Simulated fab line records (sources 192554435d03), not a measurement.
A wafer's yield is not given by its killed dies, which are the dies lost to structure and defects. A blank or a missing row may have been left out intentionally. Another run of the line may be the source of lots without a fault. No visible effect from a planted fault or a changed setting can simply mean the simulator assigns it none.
The tool behind it: which one? -- flow n5 finfet -- Sampling: 10 lots, 30 wafers, 4 of 1938 route steps

## WHAT THE GAUGES SHOWED, per wafer
N5_BEOL_M7_INSPECT_58: inspects for defects (darkfield).
lot,measured,on,raw defect count
L822,day 9 02:33,defect inspect-02,79 79 90
L825,day 10 00:23,defect inspect-02,72 66 69
L824,day 10 00:07,defect inspect-02,39 54 16
L830,day 11 05:31,defect inspect-01,64 43 56
L833,day 12 02:36,defect inspect-01,61 96 71
L834,day 12 11:25,defect inspect-02,1383 45 1483
L835,day 12 23:07,defect inspect-01,39 63 1450
L841,day 13 17:09,defect inspect-01,71 46 40
L844,day 15 01:49,defect inspect-01,89 55 67
L845,day 15 09:58,defect inspect-02,53 73 81

## TOOL THAT RAN EACH LOT (tool first, then ch and the chambers of the sampled wafers, then the start)
lot,N5_BEOL_M7_STRIP_80,N5_BEOL_M7_CURE_75,N5_BEOL_M7_CMP_52
L822,"rie diel-02 ch 0,1,3, day 9 00:32 or earlier","uv cure-02 ch 1, day 9 00:32","cmp-04 ch 0,1,3, day 9 02:05"
L825,"rie diel-03 ch 0,1,3, day 9 19:44 or earlier","uv cure-03 ch 2, day 9 19:44","cmp-02 ch 0,2,3, day 9 23:55"
L824,"rie diel-02 ch 0,3, day 9 19:53 or earlier","uv cure-02 ch 0, day 9 19:53","cmp-02 ch 0,1, day 9 23:40"
L830,"rie diel-01 ch 0,1,2, day 11 02:44 or earlier","uv cure-01 ch 1, day 11 02:44","cmp-03 ch 0,2,3, day 11 05:08"
L833,"rie diel-01 ch 1,2, day 11 22:58 or earlier","uv cure-01 ch 0, day 11 22:58","cmp-04 ch 1,2, day 12 02:11"
L834,"rie diel-03 ch 2,3, day 12 07:20 or earlier","uv cure-02 ch 2, day 12 07:20","cmp-03 ch 1,2, day 12 10:58"
L835,"rie diel-01 ch 0,1,3, day 12 21:01 or earlier","uv cure-02 ch 2, day 12 21:01","cmp-03 ch 0,1,3, day 12 22:40"
L841,"rie diel-03 ch 1,2,3, day 13 14:31 or earlier","uv cure-03 ch 2, day 13 14:31","cmp-04 ch 0,3, day 13 16:42"
L844,"rie diel-01 ch 0,2,3, day 14 20:50 or earlier","uv cure-03 ch 0, day 14 20:50","cmp-02 ch 0,2,3, day 15 01:23"
L845,"rie diel-03 ch 0,3, day 15 06:52 or earlier","uv cure-01 ch 2, day 15 06:52","cmp-02 ch 0,2,3, day 15 09:35"
- N5_BEOL_M7_STRIP_80: strips in N2/H2, time 10 s.
- N5_BEOL_M7_CURE_75: cures SiCOH lowk, time 120 s.
- N5_BEOL_M7_CMP_52: polishes, stops on SiCOH lowk, t overpolish 6.9 s, target thk 80 nm.

## THE ANSWER, worked out from the rows above alone
Rule: usual is defined by the lots themselves. The widest of any qualifying gaps counts: lots, ordered by their means at a reading, are off when they make up no more than a third of the lots, leave a main group of 4 or more, and stand apart from it by 3 or more times the standard deviation of that group's means. A main group whose means are all the same, to the digits that the tables above print for the reading, isn't used. Also off: a lot with no number at a reading for which 4 or more lots have one. Any other lot the step has rows for is counted as sound.
Off at N5_BEOL_M7_INSPECT_58 (raw defect count): L834, L835. The main group has a mean of 64 with a standard deviation of 14.
A tool fits if, at a process step before that reading, it ran every lot that is off, and no sound lot after the first of them. The gauges at N5_BEOL_M7_INSPECT_58 are tried like those tools. N5_BEOL_M7_STRIP_80: start missing for some lots; hours and lot order therefore follow N5_BEOL_M7_CURE_75. This does not decide it: 2 tools fit, namely uv cure-02 at N5_BEOL_M7_CURE_75 and cmp-03 at N5_BEOL_M7_CMP_52.

## WHAT THE SIMULATOR HAD PUT IN
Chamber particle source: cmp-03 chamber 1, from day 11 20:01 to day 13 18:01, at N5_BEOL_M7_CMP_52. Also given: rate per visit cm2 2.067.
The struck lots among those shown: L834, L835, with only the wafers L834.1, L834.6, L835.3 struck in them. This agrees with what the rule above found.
